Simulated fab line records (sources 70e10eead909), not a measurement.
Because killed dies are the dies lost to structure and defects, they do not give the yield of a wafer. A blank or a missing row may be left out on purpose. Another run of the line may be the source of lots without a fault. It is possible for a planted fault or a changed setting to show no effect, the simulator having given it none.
Chamber matching + flow nand_harc + 4 sister chambers for NHARC_A_STAIRCASE_ETCHBACK_157 on rie_diel-11
The step etches the open film in CH3F/O2, target depth 90 nm, time 167.14 s. 14 wafers are shown with their chamber, then 7 later ones without.

WAFERS WITH THEIR CHAMBER
| wafer  | chamber | showerhead_plenum_p_Torr (Torr) | drypump_motor_current_A (A) | rf_vpp_V (V) |
|--------|---------|---------------------------------|-----------------------------|--------------|
| L147.3 | 2       | 2.37                            | 5.5                         | 242.5        |
| L147.4 | 0       | 2.28                            | 6.2                         | 242.2        |
| L147.5 | 1       | 2.54                            | 5.3                         | 244.5        |
| L149.1 | 3       | 2.38                            | 6.4                         | 243.1        |
| L149.3 | 1       | 2.54                            | 5.3                         | 245.4        |
| L149.4 | 0       | 2.27                            | 6.2                         | 241.1        |
| L150.1 | 1       | 2.54                            | 5.3                         | 245.4        |
| L150.2 | 3       | 2.38                            | 6.4                         | 243.5        |
| L150.5 | 2       | 2.36                            | 5.5                         | 243.4        |
| L152.2 | 3       | 2.38                            | 6.4                         | 243.0        |
| L152.4 | 1       | 2.54                            | 5.3                         | 245.6        |
| L152.5 | 0       | 2.27                            | 6.3                         | 240.3        |
| L156.2 | 1       | 2.54                            | 5.3                         | 245.8        |
| L156.3 | 3       | 2.37                            | 6.5                         | 243.1        |

SIGNATURES, as means of the wafers listed above
| reading                  | chamber 0 | chamber 1 | chamber 2 | chamber 3 | scatter within a chamber |
|--------------------------|-----------|-----------|-----------|-----------|--------------------------|
| showerhead_plenum_p_Torr | 2.2733    | 2.5400    | 2.3650    | 2.3775    | 0.00438                  |
| drypump_motor_current_A  | 6.233     | 5.300     | 5.500     | 6.425     | 0.0376                   |
| rf_vpp_V                 | 241.200   | 245.340   | 242.950   | 243.175   | 0.58                     |
Rule: for each reading, subtract the chamber's mean from the wafer's reading, divide by that reading's scatter and square the result; add these up over the readings and take the root, which gives the wafer's distance from the chamber. The wafer belongs to the nearest chamber; if the next one is less than 2 further off, it can't be placed. How the scatter is found: for the shown wafers, subtract from each reading the mean of its chamber, square and add these, divide the total by (wafers less chambers), then take the root.

WAFERS WITH NO CHAMBER GIVEN
| wafer  | showerhead_plenum_p_Torr (Torr) | drypump_motor_current_A (A) | rf_vpp_V (V) |
|--------|---------------------------------|-----------------------------|--------------|
| L156.4 | 2.36                            | 5.5                         | 244.4        |
| L158.2 | 2.37                            | 6.4                         | 244.2        |
| L158.4 | 2.36                            | 5.5                         | 242.1        |
| L158.6 | 2.53                            | 5.3                         | 245.5        |
| L167.1 | 2.53                            | 5.3                         | 246.1        |
| L167.2 | 2.65                            | 6.2                         | 246.6        |
| L167.3 | 2.36                            | 6.4                         | 243.3        |

EACH ONE'S CHAMBER
| wafer  | from the rows above | in truth                   |
|--------|---------------------|----------------------------|
| L156.4 | 2                   | 2                          |
| L158.2 | 3                   | 3                          |
| L158.4 | 2                   | 2                          |
| L158.6 | 1                   | 1                          |
| L167.1 | 1                   | 1                          |
| L167.2 | 1                   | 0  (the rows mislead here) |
| L167.3 | 3                   | 3                          |
Correct placement for 6 of the 7. Number that these rows cannot place: 0. Wrongly placed: 1.
